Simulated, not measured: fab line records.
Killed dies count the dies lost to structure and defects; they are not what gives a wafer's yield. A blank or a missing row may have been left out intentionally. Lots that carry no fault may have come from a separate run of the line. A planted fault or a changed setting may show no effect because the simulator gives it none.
Split-lot study ; flow n5-finfet ; on a route of 1938 steps: 7 lots, 21 wafers read

THE SPLIT
At N5_BEOL_M9_ILD_DEP_00 (deposits SiCOH lowk from DEMS/porogen, target thk 308.51 nm, time 58 s), the setting time-s was moved away from the recipe's 58 s on 6 of the 21 wafers read, by -9.1% to +9.6%. All remaining wafers had this setting at the recipe value.

SPLIT TO READING: what lies between them in the file, 1 step
- N5_BEOL_M9_CURE_71: cures SiCOH lowk, time 240 s

THE READING
M9_ILD_THK, in nm, at N5_BEOL_M9_THK_MEAS_01. Fault-free wafers of this fab line usually give 267 nm, standard deviation 3.6 nm.

wafer;tool, chamber at the split;time-s as run, s;against the recipe;M9_ILD_THK, nm;against lot-mates on the recipe
L079.3;pecvd-03, 2;58;recipe;266;-
L079.5;pecvd-03, 2;58;recipe;271;-
L079.6;pecvd-03, 0;58;recipe;274;-
L081.2;pecvd-04, 0;61.92;+6.8%;285;+9
L081.4;pecvd-04, 0;58;recipe;276;-
L081.6;pecvd-04, 2;61.92;+6.8%;291;+15
L090.1;pecvd-02, 0;58;recipe;264;-
L090.2;pecvd-02, 1;62.96;+8.6%;289;+24
L090.6;pecvd-02, 2;58;recipe;267;-
L087.2;pecvd-02, 2;58;recipe;260;-
L087.3;pecvd-02, 1;63.54;+9.6%;292;+30
L087.6;pecvd-02, 0;58;recipe;265;-
L091.1;pecvd-02, 0;58;recipe;264;-
L091.4;pecvd-02, 0;58;recipe;269;-
L091.5;pecvd-02, 2;58;recipe;268;-
L097.3;pecvd-03, 0;58;recipe;257;-
L097.4;pecvd-03, 0;58;recipe;264;-
L097.5;pecvd-03, 1;58;recipe;267;-
L096.3;pecvd-04, 0;58;recipe;266;-
L096.5;pecvd-04, 2;52.73;-9.1%;244;-22
L096.6;pecvd-04, 1;52.73;-9.1%;243;-23

THE FIT
A straight line over all 21 wafers: M9_ILD_THK changes by +2.71 nm for each +1% of time-s; r = +0.94; the points scatter about the line by 4.4 nm.
The same after taking each lot's own level away (the mean of its wafers on the recipe; 21 wafers): +2.51 nm for each +1%; r = +0.96; scatter 3.4 nm.
Per that fit: largest time-s move, reading shift of 24 nm.
The lots' own levels span 262.5 to 276.0 nm, that is 3.8 times the standard deviation above.
Consequently the slope shifts little with the lot-to-lot level, the two slopes agreeing.
Check: +22.1 nm against its lot-mates is what the line predicts for one of the wafers moved furthest among these (+9.6%) when that wafer is left out of the fit. Against them it came out at +29.5 nm.

THE WHOLE CHAIN: every reading that the file lists as answering this split, in the file's order
step;what it does;reading;change (the file's fit);r (the file's)
N5_BEOL_M9_ILD_DEP_00;deposits SiCOH lowk from DEMS/porogen, target thk 308.51 nm, time 58 s;SiCOH_lowk_of_BEOL_M9_ILD_DEP_00.thk-nm (the simulator's own value, which no gauge read);+2.96 nm for each +1% of the setting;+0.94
N5_BEOL_M9_CURE_71;cures SiCOH lowk, time 240 s;SiCOH_lowk_of_BEOL_M9_ILD_DEP_00.thk-nm (the simulator's own value, which no gauge read);+2.62 nm for each +1% of the setting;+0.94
N5_BEOL_M9_THK_MEAS_01;;M9_ILD_THK;+2.63 for each +1% of the setting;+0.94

THE FILE'S OWN FIT
M9_ILD_THK changes by +2.63 nm for each +1% of time-s, r = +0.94.
